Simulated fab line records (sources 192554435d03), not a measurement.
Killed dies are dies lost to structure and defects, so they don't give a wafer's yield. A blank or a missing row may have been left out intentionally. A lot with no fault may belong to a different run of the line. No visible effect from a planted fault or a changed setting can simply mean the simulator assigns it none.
Chamber matching + flow n5Finfet + N5_BEOL_M13_DESCUM_15 on rieDiel-05 has 4 sister chambers
The step chemistry O2, time 7.9 s. 22 wafers are shown with their chamber, then 11 later ones without.

WAFERS, EACH WITH ITS CHAMBER
| wafer  | chamber | drypumpMotorCurrentA (A) | throttleValvePct (%) | showerheadPlenumPTorr (Torr) |
|--------|---------|--------------------------|----------------------|------------------------------|
| L074.2 | 1       | 5.3                      | 20.23                | 2.13                         |
| L074.5 | 0       | 5.8                      | 20.35                | 2.07                         |
| L074.6 | 3       | 6.4                      | 20.73                | 2.08                         |
| L077.1 | 1       | 5.4                      | 20.24                | 2.13                         |
| L077.2 | 0       | 5.8                      | 20.35                | 2.07                         |
| L077.5 | 0       | 5.8                      | 20.35                | 2.07                         |
| L076.1 | 3       | 6.4                      | 20.73                | 2.07                         |
| L076.2 | 0       | 5.8                      | 20.36                | 2.07                         |
| L076.4 | 1       | 5.3                      | 20.24                | 2.13                         |
| L081.1 | 0       | 5.8                      | 20.37                | 2.07                         |
| L081.3 | 2       | 6.2                      | 20.41                | 2.04                         |
| L081.6 | 0       | 5.8                      | 20.37                | 2.07                         |
| L082.1 | 2       | 6.2                      | 20.42                | 2.04                         |
| L082.3 | 1       | 5.4                      | 20.24                | 2.12                         |
| L082.4 | 2       | 6.2                      | 20.42                | 2.04                         |
| L080.3 | 1       | 5.3                      | 20.26                | 2.12                         |
| L080.5 | 1       | 5.3                      | 20.26                | 2.12                         |
| L080.6 | 3       | 6.4                      | 20.76                | 2.07                         |
| L084.1 | 3       | 6.4                      | 20.74                | 2.07                         |
| L084.2 | 1       | 5.3                      | 20.25                | 2.12                         |
| L084.4 | 3       | 6.4                      | 20.75                | 2.07                         |
| L085.2 | 1       | 5.3                      | 20.27                | 2.12                         |

SIGNATURES, as means of the wafers listed above
| reading               | chamber 0 | chamber 1 | chamber 2 | chamber 3 | scatter within a chamber |
|-----------------------|-----------|-----------|-----------|-----------|--------------------------|
| drypumpMotorCurrentA  | 5.800     | 5.325     | 6.200     | 6.400     | 0.0289                   |
| throttleValvePct      | 20.3583   | 20.2488   | 20.4167   | 20.7420   | 0.0118                   |
| showerheadPlenumPTorr | 2.0700    | 2.1238    | 2.0400    | 2.0720    | 0.00386                  |
Rule: a wafer's distance from a chamber is the root of the sum, over the readings, of the square of ((its reading less the chamber's mean) divided by the reading's scatter). If the next closest chamber is less than 2 further off than the closest, the wafer can't be placed; otherwise it belongs to the closest. The scatter: take each reading less its chamber's mean, square it, sum over the shown wafers, divide by the number of wafers less the number of chambers, and take the root.

WAFERS MISSING THEIR CHAMBER
| wafer  | drypumpMotorCurrentA (A) | throttleValvePct (%) | showerheadPlenumPTorr (Torr) |
|--------|--------------------------|----------------------|------------------------------|
| L085.3 | 6.3                      | 20.76                | 2.07                         |
| L085.6 | 6.4                      | 20.77                | 2.07                         |
| L087.2 | 6.4                      | 20.77                | 2.07                         |
| L087.3 | 6.2                      | 20.44                | 2.03                         |
| L087.5 | 5.4                      | 20.28                | 2.12                         |
| L091.1 | 6.2                      | 20.47                | 2.03                         |
| L091.4 | 5.8                      | 20.05                | 2.06                         |
| L091.6 | 5.8                      | 20.06                | 2.06                         |
| L096.1 | 5.8                      | 20.06                | 2.06                         |
| L096.2 | 5.4                      | 20.31                | 2.11                         |
| L096.3 | 6.3                      | 20.82                | 2.06                         |

WHICH CHAMBER EACH ONE RAN IN
| wafer  | from the rows above | in truth |
|--------|---------------------|----------|
| L085.3 | 3                   | 3        |
| L085.6 | 3                   | 3        |
| L087.2 | 3                   | 3        |
| L087.3 | 2                   | 2        |
| L087.5 | 1                   | 1        |
| L091.1 | 2                   | 2        |
| L091.4 | 0                   | 0        |
| L091.6 | 0                   | 0        |
| L096.1 | 0                   | 0        |
| L096.2 | 1                   | 1        |
| L096.3 | 3                   | 3        |
Correctly placed: 11 of 11. Number that these rows cannot place: 0. Placed wrongly: 0.
